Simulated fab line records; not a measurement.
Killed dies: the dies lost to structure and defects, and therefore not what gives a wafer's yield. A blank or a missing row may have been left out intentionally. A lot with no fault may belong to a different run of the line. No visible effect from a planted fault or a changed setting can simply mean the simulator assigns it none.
Comparing a struck lot with a sound one ; flow nand_harc ; 24 out of 1302 route steps
Sound: wafers L831.3, L831.4, L831.6. Struck: wafer L839.3 (left out: L839.2, a lot-mate that was not struck); the cause follows at the end.
Each step with rows lists, per side, the tool, then ch with its chambers, then its first start. Under that, the readings that differ: sound wafers ; struck wafers ; difference of the means ; sigmas: that difference in standard deviations of wafers without a fault.
alike: words and numbers the same on both sides, and readings whose means are apart by under 2 such deviations; not compared: readings that were withheld, readings missing a value for some wafer, numbers with overlapping values and no deviation given by the record, and bounds like >300 which may hide the same value.
Wherever a step has rows on one side only, a row that says differs or no value, or a row with sigmas, the two part there. Numbers that have no deviation but don't overlap get no sigmas and don't part them. Lack of a reading on every wafer of one side parts them only where that side has two or more wafers.

NHARC_A_M0_INSPECT_27:
  struck on defect_inspect-02, day 28 13:06; sound on defect_inspect-02, day 26 01:27
  alike: raw_defect_count
NHARC_A_M0_PRE_CLEAN_31: time 12 s.
  sound on pecvd-01 ch 1,2, day 26 01:31; struck on pecvd-02 ch 1, day 28 13:10
  alike: heater_power_w
NHARC_A_M0_DEP_32: deposits SiCN, target thk 30 nm.
  sound on pecvd-01 ch 1,2, day 26 01:36; struck on pecvd-02 ch 1, day 28 13:14
  alike: heater_power_w
then, 8 steps without rows for these wafers: NHARC_A_M1_DEP_00 (deposits SiOC, target thk 182.5 nm); NHARC_A_M1_DEHYDRATE_01 (time 120 s); NHARC_A_M1_HMDS_02 (time 30 s); NHARC_A_M1_COAT_34 (time 65 s); NHARC_A_M1_COAT_03 (resist thk 90 nm); NHARC_A_M1_SOFTBAKE_04 (time 55 s); NHARC_A_M1_EBR_05; NHARC_A_M1_EXPOSE_06 (exposes mask A M1, target cd 120 nm).
NHARC_A_M1_PEB_07: peb time 65 s.
  sound on litho_track-04 ch 0, day 26 02:37; struck on litho_track-04 ch 0, day 28 14:25
then, 1 step without rows for these wafers: NHARC_A_M1_DEVELOP_08 (develop time 35 s).
NHARC_A_M1_CD_MEAS_09 targets a cd of 120 nm.
  sound on cd_sem-02 ch 0, day 26 02:42; struck on cd_sem-03 ch 0, day 28 14:30
reading;sound;struck;difference;sigmas
cd_nm (nm);120.8 120.7 120.5;123.5;+2.8;+4
NHARC_A_M1_OVL_MEAS_10: pitch 240 nm.
  struck on overlay-01, day 28 14:35; sound on overlay-01, day 26 02:47
  alike: overlay_x_nm, overlay_y_nm
NHARC_A_M1_INSPECT_11:
  struck on defect_inspect-01, day 28 14:37; sound on defect_inspect-02, day 26 02:49
  alike: raw_defect_count
NHARC_A_M1_DESCUM_14: chemistry O2, time 3 s.
  sound on rie_diel-12 ch 1,2,3, day 26 02:54; struck on rie_diel-10 ch 2, day 28 14:41
reading;sound;struck;difference;sigmas
showerhead_plenum_p_Torr (Torr);2.00 2.03 1.94;1.78;-0.21;-3
model.A_M1.cd_nm (nm);120.2 121.7 120.8;122.3;+1.4;
  alike: drypump_motor_current_A, oes_product_au, rf_vpp_V, throttle_valve_pct
  not compared: rf_hours_counter_h
NHARC_A_M1_ETCH_35: etches the open film in N2/H2, target depth 40 nm, overetch 12 nm, time 43.94 s.
  sound on rie_diel-12 ch 1,3, day 26 02:58; struck on rie_diel-10 ch 0, day 28 14:46
  alike: drypump_motor_current_A, h2_flow_sccm, oes_product_au, rf_vpp_V, showerhead_plenum_p_Torr, throttle_valve_pct
  not compared: rf_hours_counter_h
NHARC_A_M1_ETCH_15: etches the open film in C4F8/Ar, target depth 182.5 nm, time 91.2 s.
  sound on rie_diel-12 ch 0,2,3; struck on rie_diel-10 ch 1
  alike: oes_product_au, rf_vpp_V
  not compared: rf_hours_counter_h
NHARC_A_M1_CD_MEAS_16:
  struck on cd_sem-01, day 28 14:59; sound on cd_sem-03, day 26 03:11
  alike: cd_nm
NHARC_A_M1_STRIP_18: strips in N2/H2.
  sound on rie_diel-12 ch 2,3, day 26 03:16; struck on rie_diel-05 ch 2, day 28 15:05
  alike: drypump_motor_current_A, h2_flow_sccm, oes_product_au, rf_vpp_V, showerhead_plenum_p_Torr, throttle_valve_pct
  not compared: rf_hours_counter_h
NHARC_A_M1_ETCH_28: etches the open film in CF4/N2, target depth 30 nm, time 72.99 s.
  sound on rie_diel-12 ch 1,2,3; struck on rie_diel-05 ch 3
reading;sound;struck;difference;sigmas
drypump_motor_current_A (A);5.9 5.6 5.8;6.4;+0.6;+2
model.A_M1.cd_nm (nm);121 122 121.5;122.2;+0.7;
  alike: oes_product_au, rf_vpp_V, showerhead_plenum_p_Torr, throttle_valve_pct
  not compared: rf_hours_counter_h
then, 1 step without rows for these wafers: NHARC_A_M1_STRIP_19 (strips in post etch residue remover, time 600 s).
NHARC_END_SORT_01:
  the record has rows for the sound wafers here (prober-02 ch 0, day 27 15:56) and none for the struck ones

== WHERE THEY PART ==
Last at NHARC_END_SORT_01 as far as this record goes, first at NHARC_A_M1_CD_MEAS_09.

WHY: what the simulator had put in
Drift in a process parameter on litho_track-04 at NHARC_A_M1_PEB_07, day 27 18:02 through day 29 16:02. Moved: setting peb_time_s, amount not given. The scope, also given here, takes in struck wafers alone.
